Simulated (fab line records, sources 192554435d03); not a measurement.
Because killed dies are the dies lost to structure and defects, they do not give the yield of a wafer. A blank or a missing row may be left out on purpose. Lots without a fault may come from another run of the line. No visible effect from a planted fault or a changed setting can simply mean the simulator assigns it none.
Matching of chambers    flow n5Finfet    rieDiel-05 running N5_BEOL_M8_DESCUM_16: 4 sister chambers
The step chemistry O2, time 7.9 s. 8 wafers are shown with their chamber, then 7 later ones without.

## WAFERS PAIRED WITH THEIR CHAMBERS
wafer   chamber  showerheadPlenumPTorr (Torr)  drypumpMotorCurrentA (A)
L081.6  0        2.01                          5.5
L077.2  3        2.05                          5.7
L077.5  0        2.01                          5.5
L092.1  2        2.20                          6.5
L092.4  1        2.08                          5.4
L092.6  1        2.08                          5.5
L091.2  2        2.20                          6.5
L091.4  3        2.04                          5.7

## WAFERS WITHOUT THEIR CHAMBER
wafer   showerheadPlenumPTorr (Torr)  drypumpMotorCurrentA (A)
L091.5  2.01                          5.5
L093.1  2.08                          5.4
L093.2  2.00                          5.5
L093.6  2.04                          5.8
L096.1  2.04                          5.7
L096.2  2.00                          5.5
L096.5  2.08                          5.4

## WHICH CHAMBER EACH ONE RAN IN
wafer   from the rows above  in truth
L091.5  0                    0
L093.1  1                    1
L093.2  0                    0
L093.6  3                    3
L096.1  3                    3
L096.2  0                    0
L096.5  1                    1
Placed correctly: 7 of 7. Left unplaced by these rows: 0. Number placed wrongly: 0.
How it was worked out, from the rows above alone: a wafer's distance from a chamber is the root of the sum, over the readings, of the square of ((its reading less the chamber's mean) divided by the reading's scatter). If the next closest chamber is less than 2 further off than the closest, the wafer can't be placed; otherwise it belongs to the closest. The mean given for a chamber averages the wafers shown for that chamber. The scatter: the root of (the sum of the squares of (reading less its chamber's mean) over the shown wafers, divided by (wafers less chambers)).
